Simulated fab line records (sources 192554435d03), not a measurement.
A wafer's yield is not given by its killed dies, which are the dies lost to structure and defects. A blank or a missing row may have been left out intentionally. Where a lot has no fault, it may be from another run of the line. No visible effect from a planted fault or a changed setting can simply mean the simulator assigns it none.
Split-lot study / flow n5 finfet / 21 wafers read across 7 lots, on a route 1938 steps long

THE SPLIT
At N5_BEOL_M2_COAT_22 (resist thk 30 nm), the setting spin rpm was moved away from the recipe's 1500 rpm on 8 of the 21 wafers read, by -9.3% to +10.1%. The other wafers ran this setting at the recipe's value.

Reading taken at the split's own step.

THE READING
CAR-EUV_of_BEOL_M2_COAT_22.thk nm (the simulator's own value, which no gauge read), in nm, at N5_BEOL_M2_COAT_22 (resist thk 30 nm). The file does not state a usual value for it. The 13 wafers here that ran the recipe average 30.0 nm, standard deviation 0.15 nm.

wafer=L074.3; tool, chamber at the split=litho track-02, 0; spin rpm as run, rpm=1651; against the recipe=+10.1%; CAR-EUV_of_BEOL_M2_COAT_22.thk nm, nm=28.8; against lot-mates on the recipe=-1.2
wafer=L074.4; tool, chamber at the split=litho track-02, 0; spin rpm as run, rpm=1651; against the recipe=+10.1%; CAR-EUV_of_BEOL_M2_COAT_22.thk nm, nm=28.6; against lot-mates on the recipe=-1.4
wafer=L074.6; tool, chamber at the split=litho track-02, 0; spin rpm as run, rpm=1500; against the recipe=recipe; CAR-EUV_of_BEOL_M2_COAT_22.thk nm, nm=30; against lot-mates on the recipe=-
wafer=L082.3; tool, chamber at the split=litho track-02, 0; spin rpm as run, rpm=1500; against the recipe=recipe; CAR-EUV_of_BEOL_M2_COAT_22.thk nm, nm=30; against lot-mates on the recipe=-
wafer=L082.4; tool, chamber at the split=litho track-02, 0; spin rpm as run, rpm=1500; against the recipe=recipe; CAR-EUV_of_BEOL_M2_COAT_22.thk nm, nm=30.2; against lot-mates on the recipe=-
wafer=L082.5; tool, chamber at the split=litho track-02, 0; spin rpm as run, rpm=1500; against the recipe=recipe; CAR-EUV_of_BEOL_M2_COAT_22.thk nm, nm=30.2; against lot-mates on the recipe=-
wafer=L084.2; tool, chamber at the split=litho track-02, 0; spin rpm as run, rpm=1500; against the recipe=recipe; CAR-EUV_of_BEOL_M2_COAT_22.thk nm, nm=30; against lot-mates on the recipe=-
wafer=L084.5; tool, chamber at the split=litho track-02, 0; spin rpm as run, rpm=1500; against the recipe=recipe; CAR-EUV_of_BEOL_M2_COAT_22.thk nm, nm=30; against lot-mates on the recipe=-
wafer=L084.6; tool, chamber at the split=litho track-02, 0; spin rpm as run, rpm=1500; against the recipe=recipe; CAR-EUV_of_BEOL_M2_COAT_22.thk nm, nm=30; against lot-mates on the recipe=-
wafer=L087.2; tool, chamber at the split=litho track-03, 0; spin rpm as run, rpm=1500; against the recipe=recipe; CAR-EUV_of_BEOL_M2_COAT_22.thk nm, nm=30; against lot-mates on the recipe=-
wafer=L087.3; tool, chamber at the split=litho track-03, 0; spin rpm as run, rpm=1617; against the recipe=+7.8%; CAR-EUV_of_BEOL_M2_COAT_22.thk nm, nm=29; against lot-mates on the recipe=-1.0
wafer=L087.4; tool, chamber at the split=litho track-03, 0; spin rpm as run, rpm=1617; against the recipe=+7.8%; CAR-EUV_of_BEOL_M2_COAT_22.thk nm, nm=29; against lot-mates on the recipe=-1.0
wafer=L089.3; tool, chamber at the split=litho track-05, 0; spin rpm as run, rpm=1500; against the recipe=recipe; CAR-EUV_of_BEOL_M2_COAT_22.thk nm, nm=30.2; against lot-mates on the recipe=-
wafer=L089.4; tool, chamber at the split=litho track-05, 0; spin rpm as run, rpm=1500; against the recipe=recipe; CAR-EUV_of_BEOL_M2_COAT_22.thk nm, nm=30.2; against lot-mates on the recipe=-
wafer=L089.6; tool, chamber at the split=litho track-05, 0; spin rpm as run, rpm=1380; against the recipe=-8.0%; CAR-EUV_of_BEOL_M2_COAT_22.thk nm, nm=31.4; against lot-mates on the recipe=+1.2
wafer=L096.1; tool, chamber at the split=litho track-03, 0; spin rpm as run, rpm=1360; against the recipe=-9.3%; CAR-EUV_of_BEOL_M2_COAT_22.thk nm, nm=31.6; against lot-mates on the recipe=+1.8
wafer=L096.2; tool, chamber at the split=litho track-03, 0; spin rpm as run, rpm=1500; against the recipe=recipe; CAR-EUV_of_BEOL_M2_COAT_22.thk nm, nm=29.8; against lot-mates on the recipe=-
wafer=L096.6; tool, chamber at the split=litho track-03, 0; spin rpm as run, rpm=1500; against the recipe=recipe; CAR-EUV_of_BEOL_M2_COAT_22.thk nm, nm=29.8; against lot-mates on the recipe=-
wafer=L097.4; tool, chamber at the split=litho track-05, 0; spin rpm as run, rpm=1384; against the recipe=-7.7%; CAR-EUV_of_BEOL_M2_COAT_22.thk nm, nm=31.2; against lot-mates on the recipe=+1.4
wafer=L097.6; tool, chamber at the split=litho track-05, 0; spin rpm as run, rpm=1384; against the recipe=-7.7%; CAR-EUV_of_BEOL_M2_COAT_22.thk nm, nm=31.2; against lot-mates on the recipe=+1.4
wafer=L097.5; tool, chamber at the split=litho track-05, 0; spin rpm as run, rpm=1500; against the recipe=recipe; CAR-EUV_of_BEOL_M2_COAT_22.thk nm, nm=29.8; against lot-mates on the recipe=-

FIT RESULTS
A straight line over all 21 wafers: CAR-EUV_of_BEOL_M2_COAT_22.thk nm changes by -0.146 nm for each +1% of spin rpm; r = -0.98; the points scatter about the line by 0.15 nm.
The same after taking each lot's own level away (the mean of its wafers on the recipe; 21 wafers): -0.151 nm for each +1%; r = -0.99; scatter 0.13 nm.
According to that fit, moving spin rpm by its largest amount changes the reading by 1.5 nm.
Across the lots, their own levels run from 29.80 to 30.20 nm, a range of 2.7 times the standard deviation given above.
The two slopes agree, so the slope changes little with the lot-to-lot level.
Check: with one of the wafers moved furthest among these (+10.1%) left out of the fit, the line predicts -1.51 nm for it against its lot-mates. Against them it came out at -1.2 nm.

OTHER SPLITS ON THESE WAFERS
Note: prior to the reading, these wafers also went through further splits. Each is held against what the fit with the lots' levels taken away leaves over:
other split on the same wafers=N5_MOL_CONTACT_COAG_EXPOSE_05 dose mj; wafers away from the commonest value=8; r with CAR-EUV_of_BEOL_M2_COAT_22.thk nm (lot level and that fit taken away)=-0.04
other split on the same wafers=N5_BEOL_M0_SAQP_ETCH_107 bias w; wafers away from the commonest value=8; r with CAR-EUV_of_BEOL_M2_COAT_22.thk nm (lot level and that fit taken away)=-0.07
other split on the same wafers=N5_BEOL_M1_ETCH_77 source w; wafers away from the commonest value=8; r with CAR-EUV_of_BEOL_M2_COAT_22.thk nm (lot level and that fit taken away)=+0.18
other split on the same wafers=N5_BEOL_M1_TRENCH_ETCH_37 source w; wafers away from the commonest value=7; r with CAR-EUV_of_BEOL_M2_COAT_22.thk nm (lot level and that fit taken away)=-0.02

THE FILE'S OWN FIT
CAR-EUV_of_BEOL_M2_COAT_22.thk nm changes by -0.156 nm for each +1% of spin rpm, r = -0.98.
